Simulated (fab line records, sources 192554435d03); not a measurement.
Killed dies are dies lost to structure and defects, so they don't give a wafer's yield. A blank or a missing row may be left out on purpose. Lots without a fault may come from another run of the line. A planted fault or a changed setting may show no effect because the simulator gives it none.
Split-lot experiment | flow n5_finfet | 7 lots, 39 wafers read, on a route of 1938 steps

THE SPLIT
At N5_MOL_CONTACT_COAG_ETCHBACK_136 (etches SiO2 in CHF3, target depth 25 nm, time 16.7 s), the setting target_depth_a was moved away from the recipe's 250 angstrom on 15 of the 39 wafers read, by -58.3% to +25.9%. The other wafers ran this setting at the recipe's value.

FROM THE SPLIT TO THE READING: what the file shows between them, 1 step
- N5_MOL_CONTACT_COAG_STRIP_120: strips in CHF3

THE READING
MOL_CONTACT_COAG.feature_depth_nm (the simulator's own value, which no gauge read), in nm, at N5_MOL_CONTACT_COAG_VIA_ETCH_117 (etches SiO2 in C4F6/O2, target depth 40 nm, overetch 8 nm, time 26 s). The file gives no usual value for it. The 24 wafers here that ran the recipe average 40.0 nm, standard deviation 0.53 nm.

wafer  | tool, chamber at the split | target_depth_a as run, angstrom | against the recipe | MOL_CONTACT_COAG.feature_depth_nm, nm | against lot-mates on the recipe
L077.1 | rie_diel-01, 3,0           | 250                             | recipe             | 39.6                                  | -
L077.2 | rie_diel-01, 2             | 250                             | recipe             | 40.8                                  | -
L077.3 | rie_diel-01, 0             | 250                             | recipe             | 39.4                                  | -
L077.4 | rie_diel-01, 1             | 250                             | recipe             | 40.2                                  | -
L077.5 | rie_diel-01, 3,0           | 250                             | recipe             | 39.2                                  | -
L077.6 | rie_diel-01, 1             | 250                             | recipe             | 40.4                                  | -
L084.1 | rie_diel-06, 2             | 293.9                           | +17.6%             | 34.2                                  | -5.5
L084.2 | rie_diel-06, 1,3           | 293.9                           | +17.6%             | 35.4                                  | -4.3
L084.3 | rie_diel-06, 3,2           | 250                             | recipe             | 40.4                                  | -
L084.4 | rie_diel-06, 1,3           | 293.9                           | +17.6%             | 35.8                                  | -3.9
L084.5 | rie_diel-06, 1             | 250                             | recipe             | 39.8                                  | -
L084.6 | rie_diel-06, 3,2           | 250                             | recipe             | 38.8                                  | -
L085.1 | rie_diel-01, 2             | 104.3                           | -58.3%             | 46                                    | +5.9
L085.2 | rie_diel-01, 3,2,3         | 250                             | recipe             | 39.8                                  | -
L085.6 | rie_diel-01, 3,2,3         | 250                             | recipe             | 39.8                                  | -
L085.3 | rie_diel-01, 0,1           | 104.3                           | -58.3%             | 49                                    | +8.9
L085.4 | rie_diel-01, 0,1           | 104.3                           | -58.3%             | 47.8                                  | +7.7
L085.5 | rie_diel-01, 3,2,3         | 250                             | recipe             | 40.6                                  | -
L088.1 | rie_diel-04, 2,3,2         | 167                             | -33.2%             | 48.2                                  | +7.9
L088.2 | rie_diel-04, 0             | 250                             | recipe             | 39.4                                  | -
L088.3 | rie_diel-04, 1,3           | 250                             | recipe             | 41                                    | -
L088.4 | rie_diel-04, 2,3,2         | 167                             | -33.2%             | 47                                    | +6.7
L088.5 | rie_diel-04, 2,3,2         | 167                             | -33.2%             | 48                                    | +7.7
L088.6 | rie_diel-04, 1,3           | 250                             | recipe             | 40.4                                  | -
L091.1 | rie_diel-06, 3             | 250                             | recipe             | 40.2                                  | -
L091.5 | rie_diel-06, 3             | 250                             | recipe             | 40                                    | -
L091.6 | rie_diel-06, 0             | 250                             | recipe             | 40                                    | -
L092.1 | rie_diel-06, 2             | 199.4                           | -20.2%             | 44                                    | +4.1
L092.2 | rie_diel-06, 3,3,0         | 250                             | recipe             | 40                                    | -
L092.3 | rie_diel-06, 0             | 199.4                           | -20.2%             | 45.2                                  | +5.3
L092.4 | rie_diel-06, 3,3,0         | 250                             | recipe             | 39.8                                  | -
L092.5 | rie_diel-06, 3,3,0         | 250                             | recipe             | 40                                    | -
L092.6 | rie_diel-06, 2             | 199.4                           | -20.2%             | 44                                    | +4.1
L093.1 | rie_diel-06, 0,3,2         | 250                             | recipe             | 40.4                                  | -
L093.2 | rie_diel-06, 2             | 314.8                           | +25.9%             | 32.2                                  | -7.7
L093.3 | rie_diel-06, 0,3,2         | 250                             | recipe             | 40.2                                  | -
L093.4 | rie_diel-06, 0,3           | 314.8                           | +25.9%             | 34.2                                  | -5.7
L093.5 | rie_diel-06, 0,3,2         | 250                             | recipe             | 39                                    | -
L093.6 | rie_diel-06, 0,3           | 314.8                           | +25.9%             | 33.6                                  | -6.3
Where a row lists several chambers, the file gives one row for several wafers and doesn't say which wafer went through which chamber.

THE FIT
A straight line over all 39 wafers: MOL_CONTACT_COAG.feature_depth_nm changes by -0.182 nm for each +1% of target_depth_a; r = -0.94; the points scatter about the line by 1.4 nm.
The same after taking each lot's own level away (the mean of its wafers on the recipe; 39 wafers): -0.178 nm for each +1%; r = -0.94; scatter 1.3 nm.
On that fit, the largest move of target_depth_a shifts the reading by 10 nm.
The lots' own levels span 39.67 to 40.27 nm, that is 1.1 times the standard deviation above.
So the lot-to-lot level changes the slope little: the two slopes agree.
Check: with one of the wafers moved furthest among these (-58.3%) left out of the fit, the line predicts +11.1 nm for it against its lot-mates. It came out at +5.93 nm against them.

OTHER SPLITS ON THESE WAFERS
These wafers also went through other splits before the reading. Each is held against what the fit with the lots' levels taken away leaves over:
other split on the same wafers       | wafers away from the commonest value | r with MOL_CONTACT_COAG.feature_depth_nm (lot level and that fit taken away)
N5_FIN_CUT_CUT_ETCH_15 time_s        | 15                                   | -0.04
N5_SD_EPI_N_EPI_21 epi_growth_time_s | 15                                   | -0.11
N5_HKMG_FIN_ALD_75 target_thk_a      | 15                                   | +0.24

THE WHOLE CHAIN: every reading that the file lists as answering this split, in the file's order
step                             | what it does                                                         | reading                                                                                 | change (the file's fit)                | r (the file's)
N5_MOL_CONTACT_COAG_ETCHBACK_136 | etches SiO2 in CHF3, target depth 25 nm, time 16.7 s                 | SOC_of_MOL_CONTACT_COAG_COAT_62.thk_nm (the simulator's own value, which no gauge read) | -0.0247 nm for each +1% of the setting | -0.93
N5_MOL_CONTACT_COAG_VIA_ETCH_117 | etches SiO2 in C4F6/O2, target depth 40 nm, overetch 8 nm, time 26 s | etch.depth_nm (the simulator's own value, which no gauge read)                          | -0.174 nm for each +1% of the setting  | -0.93
N5_MOL_CONTACT_COAG_VIA_ETCH_117 | etches SiO2 in C4F6/O2, target depth 40 nm, overetch 8 nm, time 26 s | MOL_CONTACT_COAG.feature_depth_nm (the simulator's own value, which no gauge read)      | -0.174 nm for each +1% of the setting  | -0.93

THE FILE'S OWN FIT
MOL_CONTACT_COAG.feature_depth_nm changes by -0.174 nm for each +1% of target_depth_a, r = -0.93.
